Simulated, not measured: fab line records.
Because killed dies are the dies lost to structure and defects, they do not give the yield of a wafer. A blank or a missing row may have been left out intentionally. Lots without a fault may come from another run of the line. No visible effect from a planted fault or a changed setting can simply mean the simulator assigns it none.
Which tool is to blame? || flow nandHarc || 15 lots, 45 wafers sampled, at 2 steps of a route of 1302

== WHAT THE GAUGES SHOWED, per wafer ==
NHARC_A_BLC_OVL_MEAS_11. Usual: overlayXNm 0.1 nm, standard deviation 0.92; overlayYNm -0.2 nm, standard deviation 0.8.
{"lot": "L602", "measured": "day 22 11:22", "on": "overlay-01", "overlayXNm (nm)": "-0.5 -0.2 0.5", "overlayYNm (nm)": "0.2 0.3 0.0", "flag": ""}
{"lot": "L604", "measured": "day 22 23:32", "on": "overlay-01", "overlayXNm (nm)": "-1.8 -0.7 -1.0", "overlayYNm (nm)": "-1.6 -1.3 -0.6", "flag": ""}
{"lot": "L603", "measured": "day 23 02:05", "on": "overlay-02", "overlayXNm (nm)": "1.9 1.6 1.1", "overlayYNm (nm)": "-1.2 -0.8 -1.0", "flag": ""}
{"lot": "L605", "measured": "day 23 18:56", "on": "overlay-01", "overlayXNm (nm)": "-2.0 -1.8 -1.4", "overlayYNm (nm)": "0.0 0.3 0.1", "flag": ""}
{"lot": "L609", "measured": "day 24 09:27", "on": "overlay-01", "overlayXNm (nm)": "0.7 0.7 0.7", "overlayYNm (nm)": "0.6 0.1 0.5", "flag": ""}
{"lot": "L608", "measured": "day 24 15:14", "on": "overlay-02", "overlayXNm (nm)": "0.4 0.6 0.4", "overlayYNm (nm)": "0.3 -0.3 0.1", "flag": ""}
{"lot": "L611", "measured": "day 25 14:06", "on": "overlay-01", "overlayXNm (nm)": "1.2 1.6 1.1", "overlayYNm (nm)": "-0.1 -0.5 -0.5", "flag": ""}
{"lot": "L610", "measured": "day 26 00:14", "on": "overlay-02", "overlayXNm (nm)": "1.2 0.4 0.2", "overlayYNm (nm)": "-0.5 0.1 0.2", "flag": ""}
{"lot": "L612", "measured": "day 26 12:42", "on": "overlay-02", "overlayXNm (nm)": "0.3 0.1 0.8", "overlayYNm (nm)": "0.2 0.2 -0.1", "flag": ""}
{"lot": "L613", "measured": "day 26 13:50", "on": "overlay-02", "overlayXNm (nm)": "-0.1 -0.6 -0.6", "overlayYNm (nm)": "0.9 0.9 1.0", "flag": ""}
{"lot": "L614", "measured": "day 27 18:50", "on": "overlay-01", "overlayXNm (nm)": "0.2 0.5 0.3", "overlayYNm (nm)": "0.2 0.2 0.9", "flag": ""}
{"lot": "L615", "measured": "day 27 19:35", "on": "overlay-02", "overlayXNm (nm)": "-0.7 -0.9 -1.0", "overlayYNm (nm)": "-1.0 -1.3 -1.2", "flag": ""}
{"lot": "L623", "measured": "day 30 17:12", "on": "overlay-02", "overlayXNm (nm)": "-1.3 -0.6 -1.5", "overlayYNm (nm)": "0.8 0.6 1.0", "flag": ""}
{"lot": "L622", "measured": "day 30 22:28", "on": "overlay-02", "overlayXNm (nm)": "-0.5 -0.9 -0.7", "overlayYNm (nm)": "-0.7 -0.8 -1.0", "flag": ""}
{"lot": "L625", "measured": "day 33 03:14", "on": "overlay-01", "overlayXNm (nm)": "0.8 1.0 1.3", "overlayYNm (nm)": "0.2 -0.3 0.0", "flag": ""}

== WHICH TOOL RAN EACH LOT (tool, then ch and the chambers of the sampled wafers, then the start) ==
{"lot": "L602", "NHARC_A_CONTACT_ALD_18": "aldMetal-04 ch 1,2,3, day 22 09:27"}
{"lot": "L604", "NHARC_A_CONTACT_ALD_18": "aldMetal-02 ch 0,1,3, day 22 21:35"}
{"lot": "L603", "NHARC_A_CONTACT_ALD_18": "aldMetal-02 ch 0,1, day 23 00:08"}
{"lot": "L605", "NHARC_A_CONTACT_ALD_18": "aldMetal-01 ch 0,1,2, day 23 16:59"}
{"lot": "L609", "NHARC_A_CONTACT_ALD_18": "aldMetal-04 ch 1,3, day 24 07:31"}
{"lot": "L608", "NHARC_A_CONTACT_ALD_18": "aldMetal-02 ch 1,2,3, day 24 13:10"}
{"lot": "L611", "NHARC_A_CONTACT_ALD_18": "aldMetal-01 ch 0,1,3, day 25 12:10"}
{"lot": "L610", "NHARC_A_CONTACT_ALD_18": "aldMetal-02 ch 1,2,3, day 25 18:16"}
{"lot": "L612", "NHARC_A_CONTACT_ALD_18": "aldMetal-01 ch 1,2, day 26 10:42"}
{"lot": "L613", "NHARC_A_CONTACT_ALD_18": "aldMetal-04 ch 1,2, day 26 11:00"}
{"lot": "L614", "NHARC_A_CONTACT_ALD_18": "aldMetal-02 ch 0,3, day 27 16:46"}
{"lot": "L615", "NHARC_A_CONTACT_ALD_18": "aldMetal-01 ch 0,1,2, day 27 17:11"}
{"lot": "L623", "NHARC_A_CONTACT_ALD_18": "aldMetal-04 ch 1,2,3, day 30 15:16"}
{"lot": "L622", "NHARC_A_CONTACT_ALD_18": "aldMetal-04 ch 0,2, day 30 20:23"}
{"lot": "L625", "NHARC_A_CONTACT_ALD_18": "aldMetal-01 ch 0,2,3, day 33 01:17"}
- NHARC_A_CONTACT_ALD_18: deposits TiN, target thk 3 nm, pulse time 1 s, ald cycles 150.

== WHAT THE TOOLS THEMSELVES READ (means of the sampled wafers that have a number; where no wafer has one, the mark that the record gives instead) ==
NHARC_A_CONTACT_ALD_18. Usual: heaterPowerW 1107 W, standard deviation 140; precursorPulseHeightRel 1.003, standard deviation 0.02.
{"lot": "L602", "tool": "aldMetal-04", "heaterPowerW (W)": 1197, "precursorPulseHeightRel": 1.010, "flag": ""}
{"lot": "L604", "tool": "aldMetal-02", "heaterPowerW (W)": 933, "precursorPulseHeightRel": 1.012, "flag": ""}
{"lot": "L603", "tool": "aldMetal-02", "heaterPowerW (W)": 921, "precursorPulseHeightRel": 1.004, "flag": ""}
{"lot": "L605", "tool": "aldMetal-01", "heaterPowerW (W)": 1057, "precursorPulseHeightRel": 0.985, "flag": ""}
{"lot": "L609", "tool": "aldMetal-04", "heaterPowerW (W)": 1195, "precursorPulseHeightRel": 1.009, "flag": ""}
{"lot": "L608", "tool": "aldMetal-02", "heaterPowerW (W)": 1057, "precursorPulseHeightRel": 0.995, "flag": ""}
{"lot": "L611", "tool": "aldMetal-01", "heaterPowerW (W)": 1086, "precursorPulseHeightRel": 1.021, "flag": ""}
{"lot": "L610", "tool": "aldMetal-02", "heaterPowerW (W)": 1067, "precursorPulseHeightRel": 0.983, "flag": ""}
{"lot": "L612", "tool": "aldMetal-01", "heaterPowerW (W)": 940, "precursorPulseHeightRel": 0.983, "flag": ""}
{"lot": "L613", "tool": "aldMetal-04", "heaterPowerW (W)": 1208, "precursorPulseHeightRel": 0.980, "flag": ""}
{"lot": "L614", "tool": "aldMetal-02", "heaterPowerW (W)": 990, "precursorPulseHeightRel": 1.014, "flag": ""}
{"lot": "L615", "tool": "aldMetal-01", "heaterPowerW (W)": 1054, "precursorPulseHeightRel": 0.990, "flag": ""}
{"lot": "L623", "tool": "aldMetal-04", "heaterPowerW (W)": 1217, "precursorPulseHeightRel": 1.004, "flag": ""}
{"lot": "L622", "tool": "aldMetal-04", "heaterPowerW (W)": 1246, "precursorPulseHeightRel": 0.997, "flag": ""}
{"lot": "L625", "tool": "aldMetal-01", "heaterPowerW (W)": 1134, "precursorPulseHeightRel": 1.015, "flag": ""}

== THE ANSWER, worked out from the rows above alone ==
Rule: a lot is off if the mean of its wafers that have a number lies more than 3 standard deviations from the usual mean. A lot without any number at a reading at which 4 lots or more have one is off too. Any other lot the step has rows for is counted as sound. The gauges are gone through in route order, then the tools' own readings, and for those a lot's mean is taken as printed above. The first step at which some lot is off is used, and at that step the reading that is off furthest; a lot without a number counts as furthest.
No lot is off on any of the readings shown, so nothing can be concluded from this.

== WHAT THE SIMULATOR PUT IN ==
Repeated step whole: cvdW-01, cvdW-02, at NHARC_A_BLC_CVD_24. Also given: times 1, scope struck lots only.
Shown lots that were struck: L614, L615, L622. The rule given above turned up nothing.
